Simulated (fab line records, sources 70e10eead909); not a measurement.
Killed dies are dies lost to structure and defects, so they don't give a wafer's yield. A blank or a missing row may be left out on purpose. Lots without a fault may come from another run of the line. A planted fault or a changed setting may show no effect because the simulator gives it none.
Which tool did it? | flow nand_harc | 13 lots, 39 wafers sampled, at 5 steps of a route of 1159

WHAT THE GAUGES READ, wafer by wafer
NHARC_A_ONON_D1_THK_MEAS_05: measures by ellipsometry.
lot  | measured     | on            | thk_nm (nm)
L530 | day 8 01:47  | film_metro-01 | 989 988 987
L531 | day 8 05:20  | film_metro-02 | 999 996 998
L535 | day 8 17:19  | film_metro-02 | 1002 1002 1000
L543 | day 10 19:01 | film_metro-02 | 996 994 996
L542 | day 10 19:02 | film_metro-02 | 997 998 997
L545 | day 11 14:26 | film_metro-02 | 1004 1004 1004
L546 | day 11 22:45 | film_metro-01 | 1002 1003 1002
L547 | day 11 22:46 | film_metro-02 | 999 1000 1000
L549 | day 12 08:35 | film_metro-01 | 1000 998 998
L548 | day 12 08:36 | film_metro-02 | 994 993 994
L550 | day 13 01:24 | film_metro-01 | 1017 1015 1018
L551 | day 13 01:27 | film_metro-02 | 990 989 990
L552 | day 13 16:52 | film_metro-02 | 996 997 997

NHARC_A_CHANNEL_HOLE_D1_INSPECT_12.
lot  | measured     | on                | raw_defect_count
L530 | day 8 15:56  | defect_inspect-01 | 6 8 3
L531 | day 8 20:17  | defect_inspect-02 | 4 9 3
L535 | day 9 08:24  | defect_inspect-01 | 7 11 6
L543 | day 11 11:19 | defect_inspect-01 | 6 4 9
L542 | day 11 11:10 | defect_inspect-01 | 3 3 7
L545 | day 12 05:01 | defect_inspect-01 | 13 7 0
L546 | day 12 14:39 | defect_inspect-01 | 4 3 3
L547 | day 12 16:26 | defect_inspect-01 | 5 8 9
L549 | day 13 02:59 | defect_inspect-01 | 1 7 3
L548 | day 13 02:23 | defect_inspect-02 | 8 4 5
L550 | day 13 18:08 | defect_inspect-01 | 5 3 6
L551 | day 13 17:59 | defect_inspect-01 | 10 5 10
L552 | day 14 07:18 | defect_inspect-02 | 4 6 6

NHARC_A_CHANNEL_HOLE_D1_CD_MEAS_30.
lot  | measured     | on        | cd_nm (nm)
L530 | day 8 23:20  | cd_sem-01 | 93.9 91.5 93.3
L531 | day 9 03:02  | cd_sem-01 | 88.3 89.6 89.0
L535 | day 9 15:58  | cd_sem-02 | 88.7 88.4 89.0
L543 | day 11 21:19 | cd_sem-03 | 89.7 89.9 90.3
L542 | day 11 18:25 | cd_sem-02 | 91.5 91.0 89.6
L545 | day 12 12:15 | cd_sem-02 | 89.0 92.9 93.3
L546 | day 12 21:28 | cd_sem-02 | 89.3 92.8 89.5
L547 | day 12 23:13 | cd_sem-03 | 93.4 89.7 89.9
L549 | day 13 09:48 | cd_sem-01 | 90.6 88.8 90.1
L548 | day 13 09:09 | cd_sem-01 | 89.2 89.7 88.3
L550 | day 14 04:55 | cd_sem-03 | 88.0 92.6 91.5
L551 | day 14 00:45 | cd_sem-01 | 88.9 91.3 88.6
L552 | day 14 14:14 | cd_sem-01 | 89.4 90.8 92.0

NHARC_END_SORT_01.
lot  | measured     | on        | killed_at_array | killed_at_other | killed_at_periphery | killed_dies | killed_open | killed_short
L545 | day 23 15:52 | prober-02 | 672 18 675      | 0 0 2           | 5 4 0               | 677 22 677  | 2 6 1       | 2 3 1

WHICH TOOL RAN EACH LOT (tool, then ch and the chambers of the sampled wafers, then the start)
lot  | NHARC_A_CHANNEL_HOLE_D1_ETCH_16
L530 | rie_diel-01 ch 0,1,2, day 8 17:07
L531 | rie_diel-01 ch 1,3, day 8 20:56
L535 | rie_diel-01 ch 0,1,2, day 9 09:09
L543 | rie_diel-02 ch 0,1,3, day 11 12:05
L542 | rie_diel-10 ch 1,2,3, day 11 11:45
L545 | rie_diel-02 ch 0,3, day 12 06:07
L546 | rie_diel-01 ch 1,2,3, day 12 15:14
L547 | rie_diel-01 ch 0,1,2, day 12 17:02
L549 | rie_diel-01 ch 1,3, day 13 03:35
L548 | rie_diel-10 ch 1,2,3, day 13 03:06
L550 | rie_diel-10 ch 0,1,2, day 13 18:44
L551 | rie_diel-01 ch 0,2,3, day 13 18:41
L552 | rie_diel-10 ch 0,1,3, day 14 08:10
- NHARC_A_CHANNEL_HOLE_D1_ETCH_16: etches the open film in O2/COS, target depth 3100 nm, time 806 s.

WHAT THE TOOLS THEMSELVES READ (means of the sampled wafers that have a number; where no wafer has one, the mark that the record gives instead)
NHARC_A_CHANNEL_HOLE_D1_ETCH_16.
lot  | tool        | cos_flow_sccm (sccm) | drypump_motor_current_A (A) | oes_product_au (a.u.) | rf_vpp_V (V) | showerhead_plenum_p_Torr (Torr) | throttle_valve_pct (%)
L530 | rie_diel-01 | 19.98                | 6.4                         | 1.001                 | 313.2        | 3.10                            | 28.332
L531 | rie_diel-01 | 20.00                | 6.1                         | 0.997                 | 313.9        | 3.08                            | 28.328
L535 | rie_diel-01 | 19.91                | 6.4                         | 0.998                 | 313.6        | 3.10                            | 28.335
L543 | rie_diel-02 | 20.02                | 5.5                         | 0.996                 | 315.5        | 3.16                            | 28.333
L542 | rie_diel-10 | 19.99                | 5.7                         | 1.006                 | 314.9        | 3.16                            | 28.326
L545 | rie_diel-02 | 19.96                | 5.7                         | 0.867                 | 312.7        | 3.07                            | 28.343
L546 | rie_diel-01 | 20.00                | 6.1                         | 0.993                 | 313.1        | 3.06                            | 28.331
L547 | rie_diel-01 | 20.00                | 6.4                         | 1.010                 | 313.8        | 3.10                            | 28.336
L549 | rie_diel-01 | 20.00                | 6.1                         | 1.000                 | 313.6        | 3.08                            | 28.334
L548 | rie_diel-10 | 20.03                | 5.7                         | 1.014                 | 314.7        | 3.16                            | 28.336
L550 | rie_diel-10 | 20.01                | 5.8                         | 1.007                 | 315.4        | 3.17                            | 28.332
L551 | rie_diel-01 | 20.01                | 6.3                         | 1.000                 | 313.7        | 3.10                            | 28.319
L552 | rie_diel-10 | 19.96                | 5.8                         | 1.001                 | 314.8        | 3.22                            | 28.325

THE ANSWER, worked out from the rows above alone
Rule: what is usual is taken from the lots themselves. Put in order of their means at a reading, lots are off if they are a third of the lots or fewer, leave a main group of 4 or more, and stand apart from it by a gap of 3 or more times the standard deviation of the main group's means; of several such gaps the widest counts. A main group whose means are all the same, to the digits that the tables above print for the reading, isn't used. A lot without any number at a reading at which 4 lots or more have one is off too. The other lots that the step has rows for count as sound. The gauges are gone through in route order, then the tools' own readings, and for those a lot's mean is taken as printed above. The first step at which some lot is off is used, and at that step the reading that is off furthest; a lot without a number counts as furthest.
Off: L545, at NHARC_A_CHANNEL_HOLE_D1_ETCH_16 (oes_product_au). The main group: mean 1.002 a.u., standard deviation 0.0059.
A tool fits if, at that step or a process step before it, it ran every lot that is off, and no sound lot after the first of them. One fits: rie_diel-02 at NHARC_A_CHANNEL_HOLE_D1_ETCH_16. Its last sound lot is L543 (day 11 12:05), its first lot that is off L545 (day 12 06:07): a fault that began between those two fits.
The tool's own readings at NHARC_A_CHANNEL_HOLE_D1_ETCH_16 bear it out: on the lots that are off they differ by more than 5 times the standard deviation of the sound lots' means. oes_product_au reads 0.867 a.u. there against 1.002 a.u. on the sound lots.

WHAT THE SIMULATOR HAD PUT IN
Process parameter drift: rie_diel-02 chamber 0, from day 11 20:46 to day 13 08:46, at NHARC_A_CHANNEL_HOLE_D1_ETCH_16. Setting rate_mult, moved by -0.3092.
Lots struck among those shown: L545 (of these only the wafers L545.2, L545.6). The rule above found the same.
